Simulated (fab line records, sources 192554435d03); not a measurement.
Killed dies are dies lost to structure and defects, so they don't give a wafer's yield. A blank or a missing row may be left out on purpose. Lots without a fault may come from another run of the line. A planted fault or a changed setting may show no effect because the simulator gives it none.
A struck lot beside a sound one | flow n5_finfet | 14 steps out of a route of 1938
Sound: wafers L332.3, L332.5, L332.6. Struck: wafer L342.1. (L342.5, L342.6 of the same lot were not struck and are left out.) The cause comes at the end.
At each step with rows: each side's tool, then ch and its chambers, then its first start. Under that, the readings that differ: sound wafers | struck wafers | difference of the means | sigmas: that difference in standard deviations of wafers without a fault.
alike: readings whose means differ by less than 2 such deviations, and words and numbers that are the same on both sides. not compared: withheld readings, readings that some wafer has no value for, bounds like >300 that may hide the same value, and numbers for which the record gives no deviation and whose values overlap.
The two part at a step that has a row with sigmas, a row that says differs or no value, or rows on one side only. Numbers that don't overlap but have no deviation are shown without sigmas and don't part them. A reading that every wafer of one side lacks parts them only if that side has two wafers or more.

first, 7 steps without rows for these wafers: N5_BEOL_M9_COAT_75 (time 60 s, resist thk 5 nm); N5_BEOL_M9_COAT_22 (resist thk 30 nm); N5_BEOL_M9_EBR_24; N5_BEOL_M9_SOFTBAKE_23 (time 60 s); N5_BEOL_M9_EXPOSE_25 (exposes mask V8); N5_BEOL_M9_PEB_26 (peb time 60 s); N5_BEOL_M9_DEVELOP_27 (develop time 30 s).
N5_BEOL_M9_CD_MEAS_28: target cd 70 nm.
  sound on cd_sem-01 ch 0, day 11 04:59; struck on cd_sem-03 ch 0, day 14 21:20
  reading    | sound             | struck | difference | sigmas
  cd_nm (nm) | 69.83 69.90 69.76 | 70.34  | +0.51      | +2
N5_BEOL_M9_OVL_MEAS_29:
  sound on overlay-01 ch 0, day 11 05:01; struck on overlay-01 ch 0, day 14 21:22
  alike: V8_OVL
N5_BEOL_M9_INSPECT_30: inspects for defects (brightfield).
  sound on defect_inspect-01, day 11 05:04; struck on defect_inspect-02, day 14 21:26
  alike: raw_defect_count
N5_BEOL_M9_DESCUM_33: chemistry O2, time 7 s.
  sound on rie_diel-06 ch 0,1, day 11 05:35; struck on rie_diel-03 ch 2, day 14 21:37
  alike: drypump_motor_current_A, oes_product_au, rf_vpp_V, showerhead_plenum_p_Torr, throttle_valve_pct
  not compared: rf_hours_counter_h
N5_BEOL_M9_ETCH_76: etches underlayer in N2/H2, target depth 6.5 nm, time 5.2 s.
  sound on rie_diel-06 ch 0,1, day 11 05:37; struck on rie_diel-03 ch 2, day 14 21:39
  reading      | sound             | struck | difference | sigmas
  rf_vpp_V (V) | 522.9 522.8 525.4 | 529.5  | +5.8       | +2
  alike: bias_w, drypump_motor_current_A, etch_rf_on_time_s, oes_product_au, showerhead_plenum_p_Torr, throttle_valve_pct
  not compared: rf_hours_counter_h
N5_BEOL_M9_ETCH_65: etches SiARC in CF4, target depth 15.6 nm, time 26 s.
  sound on rie_diel-06 ch 0,1, day 11 05:38; struck on rie_diel-03 ch 2, day 14 21:40
  reading               | sound             | struck | difference | sigmas
  bias_w (W)            | 36.04 35.90 35.96 | 45.59  | +9.62      | +87
  etch_rf_on_time_s (s) | 25.9 26.2 26.3    | 24.1   | -2.0       | -5
  mfc_ar_sccm (sccm)    | 99.8 99.3 100.2   | 100.4  | +0.6       | +2
  rf_vpp_V (V)          | 183.6 184.6 185.9 | 215.3  | +30.6      | +24
  alike: drypump_motor_current_A, oes_product_au, showerhead_plenum_p_Torr, throttle_valve_pct
  not compared: rf_hours_counter_h
N5_BEOL_M9_ETCH_66: etches SOC in N2/H2, target depth 80 nm, overetch 16 nm, time 120 s.
  sound on rie_diel-06 ch 0,1, day 11 05:40; struck on rie_diel-03 ch 2, day 14 21:41
  alike: bias_w, drypump_motor_current_A, oes_product_au, rf_vpp_V, showerhead_plenum_p_Torr, throttle_valve_pct
  not compared: rf_hours_counter_h

WHERE THEY PART
First at N5_BEOL_M9_CD_MEAS_28; last, within this record, at N5_BEOL_M9_ETCH_65. Later steps at which nothing parts them and some readings are alike: N5_BEOL_M9_ETCH_66.

WHY: what the simulator had put in
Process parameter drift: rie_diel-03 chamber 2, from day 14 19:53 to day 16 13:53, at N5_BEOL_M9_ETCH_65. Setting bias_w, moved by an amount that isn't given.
